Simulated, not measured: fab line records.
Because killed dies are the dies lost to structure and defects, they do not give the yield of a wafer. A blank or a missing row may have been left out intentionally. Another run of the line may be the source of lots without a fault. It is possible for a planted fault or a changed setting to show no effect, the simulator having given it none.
Split-lot study -- flow n5 finfet -- 21 wafers read across 7 lots, on a route 1938 steps long

== ON THE SPLIT ==
At N5_BEOL_M4_COAT_67 (time 60 s, resist thk 60 nm), the setting spin rpm was moved away from the recipe's 1500 rpm on 7 of the 21 wafers read, by -8.9% to -3.8%. All remaining wafers had this setting at the recipe value.

The split's own step is where the reading is taken.

== THE READING ==
SOC_of_BEOL_M4_COAT_67.thk nm (the simulator's own value, which no gauge read), in nm, at N5_BEOL_M4_COAT_67 (time 60 s, resist thk 60 nm). The file gives no usual value for it. Here, 14 wafers ran the recipe; their average is 59.9 nm with a standard deviation of 0.15 nm.

wafer,"tool, chamber at the split","spin rpm as run, rpm",against the recipe,"SOC_of_BEOL_M4_COAT_67.thk nm, nm",against lot-mates on the recipe
L074.3,"litho track-05, 0",1500,recipe,60,-
L074.4,"litho track-05, 0",1500,recipe,59.8,-
L074.5,"litho track-05, 0",1500,recipe,59.8,-
L076.1,"litho track-04, 0",1366,-8.9%,63,+2.8
L076.4,"litho track-04, 0",1366,-8.9%,63.2,+3.0
L076.6,"litho track-04, 0",1500,recipe,60.2,-
L080.2,"litho track-04, 0",1500,recipe,60,-
L080.5,"litho track-04, 0",1429,-4.7%,61.6,+1.7
L080.6,"litho track-04, 0",1500,recipe,59.8,-
L081.3,"litho track-05, 0",1443,-3.8%,61.2,+1.2
L081.6,"litho track-05, 0",1443,-3.8%,61.2,+1.2
L081.4,"litho track-05, 0",1500,recipe,60,-
L088.1,"litho track-04, 0",1500,recipe,59.8,-
L088.2,"litho track-04, 0",1500,recipe,59.8,-
L088.5,"litho track-04, 0",1500,recipe,59.8,-
L090.1,"litho track-04, 0",1426,-4.9%,61.6,+1.4
L090.6,"litho track-04, 0",1426,-4.9%,61.6,+1.4
L090.4,"litho track-04, 0",1500,recipe,60.2,-
L097.1,"litho track-05, 0",1500,recipe,59.8,-
L097.2,"litho track-05, 0",1500,recipe,59.8,-
L097.5,"litho track-05, 0",1500,recipe,59.8,-

FIT RESULTS
A straight line over all 21 wafers: SOC_of_BEOL_M4_COAT_67.thk nm changes by -0.355 nm for each +1% of spin rpm; r = -0.99; the points scatter about the line by 0.13 nm.
The same after taking each lot's own level away (the mean of its wafers on the recipe; 21 wafers): -0.32 nm for each +1%; r = -1.00; scatter 0.094 nm.
On that fit, the largest move of spin rpm shifts the reading by 2.9 nm.
The span of the lots' own levels, 59.80 to 60.20 nm, comes to 2.7 times the standard deviation stated above.
So the lot-to-lot level changes the slope: the two fits differ.
Check: with one of the wafers moved furthest among these (-8.9%) left out of the fit, the line predicts +2.88 nm for it against its lot-mates. It came out at +2.8 nm against them.

== THE OTHER SPLITS THESE WAFERS WENT THROUGH ==
These wafers also went through other splits before the reading. Each is held against what the fit with the lots' levels taken away leaves over:
other split on the same wafers,wafers away from the commonest value,r with SOC_of_BEOL_M4_COAT_67.thk nm (lot level and that fit taken away)
N5_SDB_COAT_05 spin rpm,8,+0.19
N5_HKMG_FIN_PEB_10 peb time s,7,-0.16
N5_HKMG_FIN_DESCUM_17 time s,8,+0.39
N5_GATE_CUT_ALD_22 ald cycles,7,-0.24
N5_BEOL_M0_ETCH_138 source w,4,-0.32
N5_BEOL_M1_DESCUM_33 time s,7,+0.07

== THE FILE'S OWN FIT ==
SOC_of_BEOL_M4_COAT_67.thk nm changes by -0.322 nm for each +1% of spin rpm, r = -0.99.
